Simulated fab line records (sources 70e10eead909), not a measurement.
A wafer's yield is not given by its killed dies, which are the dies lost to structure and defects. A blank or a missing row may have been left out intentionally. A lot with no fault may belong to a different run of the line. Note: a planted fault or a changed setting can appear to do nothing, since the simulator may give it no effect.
A lot that was struck, set against a sound lot ; flow nand_harc ; 17 out of 1159 route steps
Sound: these wafers, L638.4, L638.5, L638.6. Struck: wafers L651.1, L651.4 (left out: L651.2, a lot-mate that was not struck); the cause follows at the end.
At each step with rows: each side's tool, then ch and its chambers, then its first start. Under that, the readings that differ: sound wafers ; struck wafers ; difference of the means ; sigmas: that difference in standard deviations of wafers without a fault.
alike: readings with means less than 2 such deviations apart, plus words and numbers identical on both sides. not compared: withheld readings, readings lacking a value on some wafer, bounds such as >300 that could conceal the same value, and numbers that have no deviation in the record and whose values overlap.
Wherever a step has rows on one side only, a row that says differs or no value, or a row with sigmas, the two part there. Non-overlapping numbers with no deviation appear without sigmas and do not part them. Lack of a reading on every wafer of one side parts them only where that side has two or more wafers.

NHARC_A_M1_INSPECT_11:
  sound on defect_inspect-02 at day 17 20:00; struck on defect_inspect-01 at day 20 02:40
  alike: raw_defect_count
then, 1 step without rows for these wafers: NHARC_A_M1_DESCUM_14 (chemistry O2, time 3 s).
NHARC_A_M1_ETCH_35: etches the open film in N2/H2, target depth 40 nm, overetch 12 nm, time 43.94 s.
  sound on rie_diel-09 ch 0,1, day 17 20:08; struck on rie_diel-08 ch 0,3, day 20 02:49
  alike: chamber_pressure_mTorr, drypump_motor_current_A, oes_product_au, rf_vpp_V, showerhead_plenum_p_Torr, throttle_valve_pct
  not compared: rf_hours_counter_h
then, 1 step without rows for these wafers: NHARC_A_M1_ETCH_15 (etches the open film in C4F8/Ar, target depth 182.5 nm, time 91.2 s).
NHARC_A_M1_CD_MEAS_16:
  sound on cd_sem-02 at day 17 20:22; struck on cd_sem-02 at day 20 03:02
  alike: cd_nm
then, 1 step without rows for these wafers: NHARC_A_M1_STRIP_18 (strips in N2/H2).
NHARC_A_M1_ETCH_28: etches the open film in CF4/N2, target depth 30 nm, time 72.99 s.
  sound on rie_diel-13 ch 0,2,3; struck on rie_diel-09 ch 0,2
  alike: chamber_pressure_mTorr, drypump_motor_current_A, oes_product_au, rf_vpp_V, showerhead_plenum_p_Torr, throttle_valve_pct
  not compared: rf_hours_counter_h
then, 2 steps without rows for these wafers: NHARC_A_M1_STRIP_19 (strips in post etch residue remover, time 600 s); NHARC_A_M1_DEGAS_29 (time 60 s).
NHARC_A_M1_PRE_CLEAN_30: time 30 s.
  sound on pvd_sputter-01; struck on pvd_sputter-02
  alike: heater_power_w
NHARC_A_M1_PVD_20: deposits TaN, target thk 5 nm, time 8.06 s.
  sound on pvd_sputter-01; struck on pvd_sputter-02
  alike: throttle_valve_pct
NHARC_A_M1_PVD_21: deposits Cu, target thk 30 nm, time 20.49 s.
  sound on pvd_sputter-01; struck on pvd_sputter-02
  alike: throttle_valve_pct
NHARC_A_M1_ECD_22: material Cu, target thk 400 nm.
  sound on ecd_cu-01 ch 0,1, day 17 21:38; struck on ecd_cu-02 ch 0,1, day 20 04:07
then, 1 step without rows for these wafers: NHARC_A_M1_ANNEAL_31 (time 90 s).
NHARC_A_M1_CMP_23: polishes, t overpolish 20 s, target thk 154.34 nm.
  sound on cmp-04 ch 1,2,3, day 17 22:21; struck on cmp-02 ch 0,1, day 20 04:50
reading;sound;struck;difference;sigmas
time_to_endpoint_s (s);33 25 33;17 19;-12;-4
  alike: motor_current_A, slurry_filter_dp_kPa
NHARC_A_M1_THK_MEAS_24: measures by xrf.
  sound on film_metro-01 at day 17 22:37; struck on film_metro-01 at day 20 05:10
  alike: thk_nm
next, for these wafers, 1 step has no rows: NHARC_END_SORT_01.

WHERE THEY PART
Only at NHARC_A_M1_CMP_23, within this record. Later steps at which nothing parts them and some readings are alike: NHARC_A_M1_THK_MEAS_24.

WHY: whatever the simulator had introduced
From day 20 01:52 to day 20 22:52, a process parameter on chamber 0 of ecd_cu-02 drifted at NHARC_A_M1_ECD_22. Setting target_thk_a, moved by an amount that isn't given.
